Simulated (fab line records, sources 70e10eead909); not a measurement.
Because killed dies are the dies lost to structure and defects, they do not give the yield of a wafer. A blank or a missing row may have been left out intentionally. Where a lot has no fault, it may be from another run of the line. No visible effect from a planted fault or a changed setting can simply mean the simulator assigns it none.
Which of the tools did it?    flow nand harc    66 wafers from 22 lots sampled at 6 of the route's 1302 steps

== WHAT THE GAUGES SHOWED, per wafer ==
NHARC_A_STAIRCASE_INSPECT_155. Usual: raw defect count 438, standard deviation 140.
lot   measured      on                 raw defect count  flag
L075  day 19 12:47  defect inspect-01  458 513 519       
L074  day 19 18:17  defect inspect-02  461 441 470       
L076  day 20 00:05  defect inspect-02  563 612 592       
L077  day 19 23:55  defect inspect-01  192 270 222       
L079  day 22 00:23  defect inspect-01  408 379 401       
L080  day 21 22:30  defect inspect-02  510 297 406       
L081  day 22 06:52  defect inspect-02  982 655 447       
L082  day 23 05:22  defect inspect-02  370 452 347       
L083  day 23 04:52  defect inspect-01  719 544 549       
L085  day 23 19:05  defect inspect-01  454 378 338       
L084  day 23 19:19  defect inspect-01  459 390 315       
L086  day 23 23:12  defect inspect-02  758 430 444       
L089  day 25 04:20  defect inspect-02  603 383 376       
L088  day 25 04:07  defect inspect-02  411 328 494       
L091  day 26 12:16  defect inspect-01  505 287 522       
L090  day 26 11:58  defect inspect-02  559 588 552       
L092  day 27 07:41  defect inspect-02  303 381 584       
L093  day 27 07:46  defect inspect-01  300 379 405       
L094  day 27 07:35  defect inspect-02  240 450 288       
L096  day 28 07:50  defect inspect-02  348 358 262       
L095  day 28 07:52  defect inspect-01  435 357 379       
L097  day 28 15:37  defect inspect-02  381 290 499       

== WHAT TOOL EACH LOT RAN ON (gives the tool, then ch and the chambers of the sampled wafers, and finally the start) ==
lot   NHARC_A_STAIRCASE_TRIM_226                     NHARC_A_STAIRCASE_ETCH_451                     NHARC_A_STAIRCASE_DEP_280        NHARC_A_STAIRCASE_ETCH_313          NHARC_A_STAIRCASE_STRIP_476
L075  rie diel-10 ch 2,3, day 17 06:28 or earlier    rie diel-02 ch 0,2, day 17 06:28 or earlier    pecvd-03 ch 2, day 17 06:28      rie diel-13 ch 1,2,3, day 17 14:52  rie diel-02 ch 0,3, day 17 19:26
L074  rie diel-13 ch 2,3, day 17 09:29 or earlier    rie diel-13 ch 1,2,3, day 17 09:29 or earlier  pecvd-03 ch 0,2, day 17 09:29    rie diel-02 ch 1,2,3, day 17 19:07  rie diel-13 ch 1,2, day 17 23:12
L076  rie diel-02 ch 1,2, day 17 16:49 or earlier    rie diel-13 ch 1,2,3, day 17 16:49 or earlier  pecvd-04 ch 1,2, day 17 16:49    rie diel-02 ch 0,1, day 17 23:10    rie diel-13 ch 0,1,3, day 18 03:07
L077  rie diel-10 ch 1,2,3, day 17 18:38 or earlier  rie diel-13 ch 0,1, day 17 18:38 or earlier    pecvd-04 ch 0,1,2, day 17 18:38  rie diel-02 ch 1,2,3, day 18 01:25  rie diel-10 ch 0,1,3, day 18 05:23
L079  rie diel-02 ch 0,3, day 19 11:41 or earlier    rie diel-10 ch 1,3, day 19 11:41 or earlier    pecvd-03 ch 1,2, day 19 11:41    rie diel-10 ch 0,3, day 19 19:02    rie diel-02 ch 0,1,3, day 20 00:02
L080  rie diel-02 ch 0,1,2, day 19 09:47 or earlier  rie diel-02 ch 0,1,3, day 19 09:47 or earlier  pecvd-01 ch 0,1,2, day 19 09:47  rie diel-02 ch 0,1,3, day 19 16:25  rie diel-02 ch 1,2,3, day 19 23:46
L081  rie diel-10 ch 0,3, day 19 17:24 or earlier    rie diel-13 ch 0,1,2, day 19 17:24 or earlier  pecvd-01 ch 0,1,2, day 19 17:24  rie diel-13 ch 2,3, day 20 03:56    rie diel-02 ch 1,3, day 20 07:54
L082  rie diel-13 ch 0,1,2, day 20 17:09 or earlier  rie diel-10 ch 0,3, day 20 17:09 or earlier    pecvd-03 ch 0,2, day 20 17:09    rie diel-10 ch 0,1,3, day 21 00:56  rie diel-10 ch 0,1,2, day 21 04:57
L083  rie diel-02 ch 1,2,3, day 20 22:12 or earlier  rie diel-13 ch 1,2,3, day 20 22:12 or earlier  pecvd-01 ch 0,1,2, day 20 22:12  rie diel-02 ch 0,2,3, day 21 04:49  rie diel-10 ch 0,1,3, day 21 08:46
L085  rie diel-02 ch 1,2,3, day 21 01:53 or earlier  rie diel-10 ch 0,1,2, day 21 01:53 or earlier  pecvd-03 ch 0,1,2, day 21 01:53  rie diel-02 ch 0,3, day 21 10:14    rie diel-13 ch 1,2,3, day 21 16:26
L084  rie diel-10 ch 0,1,3, day 21 07:17 or earlier  rie diel-13 ch 0,1,3, day 21 07:17 or earlier  pecvd-03 ch 1,2, day 21 07:17    rie diel-13 ch 1,2,3, day 21 14:39  rie diel-13 ch 1,2,3, day 21 18:35
L086  rie diel-02 ch 0,1,3, day 21 12:02 or earlier  rie diel-02 ch 2,3, day 21 12:02 or earlier    pecvd-04 ch 0,1, day 21 12:02    rie diel-10 ch 1,3, day 21 19:50    rie diel-10 ch 2,3, day 22 00:05
L089  rie diel-10 ch 0,2,3, day 22 18:16 or earlier  rie diel-10 ch 0,3, day 22 18:16 or earlier    pecvd-04 ch 0,1,2, day 22 18:16  rie diel-02 ch 0,1,2, day 23 01:37  rie diel-10 ch 0,3, day 23 07:19
L088  rie diel-13 ch 2,3, day 22 19:40 or earlier    rie diel-02 ch 1,2, day 22 19:40 or earlier    pecvd-01 ch 0,1,2, day 22 19:40  rie diel-02 ch 0,1,3, day 23 05:00  rie diel-13 ch 0,1,3, day 23 09:00
L091  rie diel-10 ch 0,2,3, day 24 02:30 or earlier  rie diel-10 ch 0,2,3, day 24 02:30 or earlier  pecvd-04 ch 1,2, day 24 02:30    rie diel-10 ch 1,2,3, day 24 09:42  rie diel-10 ch 2,3, day 24 13:38
L090  rie diel-02 ch 1,2,3, day 24 03:05 or earlier  rie diel-10 ch 0,1,2, day 24 03:05 or earlier  pecvd-04 ch 1,2, day 24 03:05    rie diel-13 ch 0,2,3, day 24 11:26  rie diel-10 ch 1,2, day 24 17:20
L092  rie diel-13 ch 0,2,3, day 24 22:22 or earlier  rie diel-02 ch 0,2,3, day 24 22:22 or earlier  pecvd-04 ch 1,2, day 24 22:22    rie diel-13 ch 0,1,3, day 25 05:19  rie diel-13 ch 1,3, day 25 09:41
L093  rie diel-13 ch 1,3, day 24 23:59 or earlier    rie diel-10 ch 0,1,3, day 24 23:59 or earlier  pecvd-01 ch 0,1,2, day 24 23:59  rie diel-10 ch 2,3, day 25 07:53    rie diel-13 ch 1,2, day 25 11:58
L094  rie diel-02 ch 0,1, day 25 06:08 or earlier    rie diel-13 ch 1,3, day 25 06:08 or earlier    pecvd-03 ch 1,2, day 25 06:08    rie diel-02 ch 0,1,2, day 25 12:23  rie diel-02 ch 0,1, day 25 16:20
L096  rie diel-10 ch 0,3, day 25 23:58 or earlier    rie diel-10 ch 1,2, day 25 23:58 or earlier    pecvd-03 ch 0,1,2, day 25 23:58  rie diel-10 ch 0,2,3, day 26 06:27  rie diel-02 ch 0,1,2, day 26 11:13
L095  rie diel-10 ch 0,1,3, day 26 00:49 or earlier  rie diel-13 ch 0,1,3, day 26 00:49 or earlier  pecvd-03 ch 0,2, day 26 00:49    rie diel-10 ch 0,1,3, day 26 07:42  rie diel-10 ch 0,1,3, day 26 11:48
L097  rie diel-10 ch 0,2, day 26 04:34 or earlier    rie diel-02 ch 1,2,3, day 26 04:34 or earlier  pecvd-01 ch 0,1,2, day 26 04:34  rie diel-13 ch 0,2,3, day 26 14:22  rie diel-10 ch 0,1,2, day 26 18:22
- NHARC_A_STAIRCASE_TRIM_226: chemistry O2, time 211.2 s.
- NHARC_A_STAIRCASE_ETCH_451: etches the open film in CF4/O2, target depth 30 nm, overetch 3 nm, time 16.5 s.
- NHARC_A_STAIRCASE_DEP_280: deposits SiON, target thk 30 nm.
- NHARC_A_STAIRCASE_ETCH_313: etches the open film in CF4/CHF3.
- NHARC_A_STAIRCASE_STRIP_476: strips in O2, time 20 s.

== AS READ BY THE TOOLS THEMSELVES (means over the sampled wafers that have a number; for cases with no such wafer, the mark the record gives instead) ==
NHARC_A_STAIRCASE_TRIM_226. Usual: drypump motor current A 5.5 A, standard deviation 0.41; o2 flow sccm 499.8 sccm, standard deviation 1.5; oes product au 1.002 a.u., standard deviation 0.0088; rf vpp V 57.8 V, standard deviation 0.89; showerhead plenum p Torr 3.48 Torr, standard deviation 0.14; throttle valve pct 17.039 %, standard deviation 0.0094.
lot   tool         drypump motor current A (A)  o2 flow sccm (sccm)  oes product au (a.u.)  rf vpp V (V)  showerhead plenum p Torr (Torr)  throttle valve pct (%)  flag
L075  rie diel-10  5.3                          500.4                1.002                  57.5          3.42                             17.044                  
L074  rie diel-13  5.3                          500.3                1.005                  57.2          3.35                             17.040                  
L076  rie diel-02  6.1                          499.1                1.005                  58.2          3.37                             17.039                  
L077  rie diel-10  5.5                          499.8                1.007                  58.1          3.45                             17.030                  
L079  rie diel-02  5.1                          500.0                0.994                  58.1          3.61                             17.042                  
L080  rie diel-02  5.7                          500.6                1.000                  58.8          3.65                             17.041                  
L081  rie diel-10  5.7                          501.0                1.002                  57.8          3.37                             17.033                  
L082  rie diel-13  5.8                          498.2                1.011                  57.5          3.45                             17.044                  
L083  rie diel-02  5.5                          498.9                1.003                  58.2          3.62                             17.040                  
L085  rie diel-02  5.5                          500.3                1.012                  57.8          3.62                             17.036                  
L084  rie diel-10  5.6                          500.9                1.001                  57.5          3.41                             17.041                  
L086  rie diel-02  5.5                          500.2                1.006                  58.3          3.65                             17.026                  
L089  rie diel-10  5.5                          499.3                0.997                  56.9          3.37                             17.051                  
L088  rie diel-13  5.4                          499.7                1.000                  57.3          3.30                             17.042                  
L091  rie diel-10  5.4                          501.0                0.996                  58.1          3.37                             17.036                  
L090  rie diel-02  5.5                          498.5                1.000                  57.9          3.61                             17.031                  
L092  rie diel-13  5.6                          499.6                0.998                  58.0          3.51                             17.039                  
L093  rie diel-13  5.7                          498.4                1.015                  58.8          3.65                             17.045                  
L094  rie diel-02  5.7                          501.4                0.998                  57.1          3.67                             17.039                  
L096  rie diel-10  5.6                          500.0                1.002                  57.8          3.32                             17.041                  
L095  rie diel-10  5.6                          500.7                1.001                  58.2          3.39                             17.049                  
L097  rie diel-10  5.5                          500.2                0.998                  58.1          3.37                             17.042                  

NHARC_A_STAIRCASE_ETCH_451. Usual: drypump motor current A 5.6 A, standard deviation 0.39; o2 flow sccm 20.00 sccm, standard deviation 0.062; oes product au 1.002 a.u., standard deviation 0.0092; rf vpp V 197.3 V, standard deviation 1.3; showerhead plenum p Torr 1.31 Torr, standard deviation 0.056; throttle valve pct 13.398 %, standard deviation 0.0091.
lot   tool         drypump motor current A (A)  o2 flow sccm (sccm)  oes product au (a.u.)  rf vpp V (V)  showerhead plenum p Torr (Torr)  throttle valve pct (%)  flag
L075  rie diel-02  5.3                          20.08                1.006                  198.7         1.37                             13.396                  
L074  rie diel-13  5.5                          19.97                1.004                  197.5         1.30                             13.394                  
L076  rie diel-13  5.5                          19.97                0.996                  196.4         1.29                             13.379                  
L077  rie diel-13  6.0                          19.98                1.001                  198.1         1.31                             13.396                  
L079  rie diel-10  5.5                          20.00                0.998                  197.2         1.29                             13.405                  
L080  rie diel-02  5.4                          19.97                1.001                  198.4         1.39                             13.403                  
L081  rie diel-13  5.8                          19.96                0.997                  197.2         1.31                             13.396                  
L082  rie diel-10  5.6                          19.99                0.987                  196.9         1.26                             13.403                  
L083  rie diel-13  5.5                          19.96                1.008                  196.3         1.29                             13.402                  
L085  rie diel-10  5.5                          20.02                0.999                  198.6         1.30                             13.404                  
L084  rie diel-13  5.8                          20.00                1.004                  197.3         1.30                             13.394                  
L086  rie diel-02  5.2                          20.05                1.015                  198.5         1.33                             13.394                  
L089  rie diel-10  5.6                          20.02                0.990                  196.3         1.26                             13.395                  
L088  rie diel-02  6.1                          19.96                1.005                  198.8         1.40                             13.395                  
L091  rie diel-10  5.5                          19.98                1.007                  196.2         1.27                             13.389                  
L090  rie diel-10  5.5                          19.98                0.994                  197.1         1.30                             13.399                  
L092  rie diel-02  5.1                          20.05                1.008                  197.7         1.34                             13.394                  
L093  rie diel-10  5.6                          19.98                0.996                  196.1         1.28                             13.403                  
L094  rie diel-13  5.7                          20.00                1.004                  197.5         1.38                             13.400                  
L096  rie diel-10  5.4                          20.11                0.989                  197.3         1.30                             13.403                  
L095  rie diel-13  5.8                          20.02                1.010                  198.1         1.36                             13.409                  
L097  rie diel-02  5.5                          19.95                1.003                  198.9         1.36                             13.395                  

NHARC_A_STAIRCASE_DEP_280. Usual: heater power w 729 W, standard deviation 84.
lot   tool      heater power w (W)  flag
L075  pecvd-03  823                 
L074  pecvd-03  788                 
L076  pecvd-04  723                 
L077  pecvd-04  694                 
L079  pecvd-03  672                 
L080  pecvd-01  790                 
L081  pecvd-01  813                 
L082  pecvd-03  726                 
L083  pecvd-01  838                 
L085  pecvd-03  711                 
L084  pecvd-03  663                 
L086  pecvd-04  577                 
L089  pecvd-04  652                 
L088  pecvd-01  783                 
L091  pecvd-04  700                 
L090  pecvd-04  635                 
L092  pecvd-04  706                 
L093  pecvd-01  729                 
L094  pecvd-03  669                 
L096  pecvd-03  693                 
L095  pecvd-03  831                 
L097  pecvd-01  785                 

NHARC_A_STAIRCASE_ETCH_313. Usual: drypump motor current A 5.5 A, standard deviation 0.46; oes product au 0.935 a.u., standard deviation 0.017; rf vpp V 370.6 V, standard deviation 2.5; showerhead plenum p Torr 1.57 Torr, standard deviation 0.071; throttle valve pct 16.802 %, standard deviation 0.0089.
lot   tool         drypump motor current A (A)  oes product au (a.u.)  rf vpp V (V)  showerhead plenum p Torr (Torr)  throttle valve pct (%)  flag
L075  rie diel-13  5.5                          0.930                  368.8         1.53                             16.801                  
L074  rie diel-02  5.5                          0.944                  371.4         1.62                             16.816                  
L076  rie diel-02  6.0                          0.979                  374.0         1.67                             16.805                  
L077  rie diel-02  5.5                          0.958                  372.9         1.62                             16.801                  
L079  rie diel-10  5.6                          0.925                  367.9         1.50                             16.798                  
L080  rie diel-02  5.4                          0.930                  372.5         1.63                             16.806                  
L081  rie diel-13  5.4                          0.929                  367.7         1.48                             16.804                  
L082  rie diel-10  5.6                          0.922                  369.2         1.52                             16.800                  
L083  rie diel-02  5.1                          0.928                  371.4         1.59                             16.803                  
L085  rie diel-02  4.9                          0.931                  371.5         1.59                             16.792                  
L084  rie diel-13  5.5                          0.929                  369.2         1.52                             16.808                  
L086  rie diel-10  5.6                          0.919                  369.3         1.51                             16.806                  
L089  rie diel-02  5.7                          0.931                  372.1         1.62                             16.806                  
L088  rie diel-02  5.5                          0.920                  372.2         1.63                             16.798                  
L091  rie diel-10  5.4                          0.929                  369.6         1.53                             16.805                  
L090  rie diel-13  5.6                          0.928                  371.4         1.57                             16.806                  
L092  rie diel-13  5.8                          0.934                  371.9         1.60                             16.797                  
L093  rie diel-10  5.4                          0.930                  367.5         1.49                             16.808                  
L094  rie diel-02  5.7                          0.975                  371.5         1.62                             16.795                  
L096  rie diel-10  5.5                          0.958                  368.2         1.49                             16.799                  
L095  rie diel-10  5.6                          0.962                  368.4         1.51                             16.802                  
L097  rie diel-13  5.6                          0.926                  369.9         1.56                             16.801                  

NHARC_A_STAIRCASE_STRIP_476. Usual: drypump motor current A 5.5 A, standard deviation 0.39; o2 flow sccm 500.1 sccm, standard deviation 1.5; oes product au 1.002 a.u., standard deviation 0.0085; rf vpp V 57.6 V, standard deviation 0.78; showerhead plenum p Torr 3.49 Torr, standard deviation 0.15; throttle valve pct 17.037 %, standard deviation 0.009.
lot   tool         drypump motor current A (A)  o2 flow sccm (sccm)  oes product au (a.u.)  rf vpp V (V)  showerhead plenum p Torr (Torr)  throttle valve pct (%)  flag
L075  rie diel-02  4.9                          500.0                1.005                  57.3          3.58                             17.035                  
L074  rie diel-13  5.7                          500.1                1.001                  57.0          3.52                             17.035                  
L076  rie diel-13  5.8                          500.3                0.994                  57.7          3.44                             17.042                  
L077  rie diel-10  5.7                          500.3                1.005                  57.7          3.42                             17.042                  
L079  rie diel-02  5.5                          500.3                1.004                  58.2          3.66                             17.033                  
L080  rie diel-02  5.5                          500.2                1.006                  57.7          3.62                             17.034                  
L081  rie diel-02  5.8                          501.4                0.998                  57.4          3.72                             17.045                  
L082  rie diel-10  5.5                          500.8                1.005                  57.2          3.44                             17.036                  
L083  rie diel-10  5.6                          499.0                1.009                  58.3          3.41                             17.041                  
L085  rie diel-13  5.5                          500.2                1.008                  57.2          3.41                             17.031                  
L084  rie diel-13  5.5                          499.9                1.006                  57.6          3.41                             17.044                  
L086  rie diel-10  5.4                          501.6                0.994                  57.5          3.37                             17.027                  
L089  rie diel-10  5.6                          499.2                0.993                  56.9          3.33                             17.036                  
L088  rie diel-13  5.8                          500.1                1.008                  57.9          3.60                             17.037                  
L091  rie diel-10  5.3                          498.7                0.989                  57.1          3.38                             17.033                  
L090  rie diel-10  5.4                          500.8                0.999                  57.5          3.45                             17.038                  
L092  rie diel-13  5.8                          499.2                1.000                  57.7          3.65                             17.041                  
L093  rie diel-13  5.7                          500.1                0.996                  57.0          3.49                             17.043                  
L094  rie diel-02  6.0                          499.4                1.007                  58.1          3.71                             17.045                  
L096  rie diel-02  5.7                          501.2                1.004                  57.4          3.62                             17.036                  
L095  rie diel-10  5.6                          498.8                1.000                  57.1          3.39                             17.040                  
L097  rie diel-10  5.5                          501.8                1.006                  58.1          3.42                             17.030                  

== THE ANSWER, worked out from the rows above alone ==
Rule: lot off if the mean of its wafers having a number is beyond 3 standard deviations from the usual mean. A lot without any number at a reading at which 4 lots or more have one is off too. The other lots that the step has rows for count as sound. Order of review: gauges by route order, followed by the tools' own readings, for which a lot's mean as printed above is used. The first step at which some lot is off is used, and at that step the reading that is off furthest; a lot without a number counts as furthest.
Across all readings shown, no lot is off: no conclusion can be drawn from this.

== WHAT WAS PUT IN BY THE SIMULATOR ==
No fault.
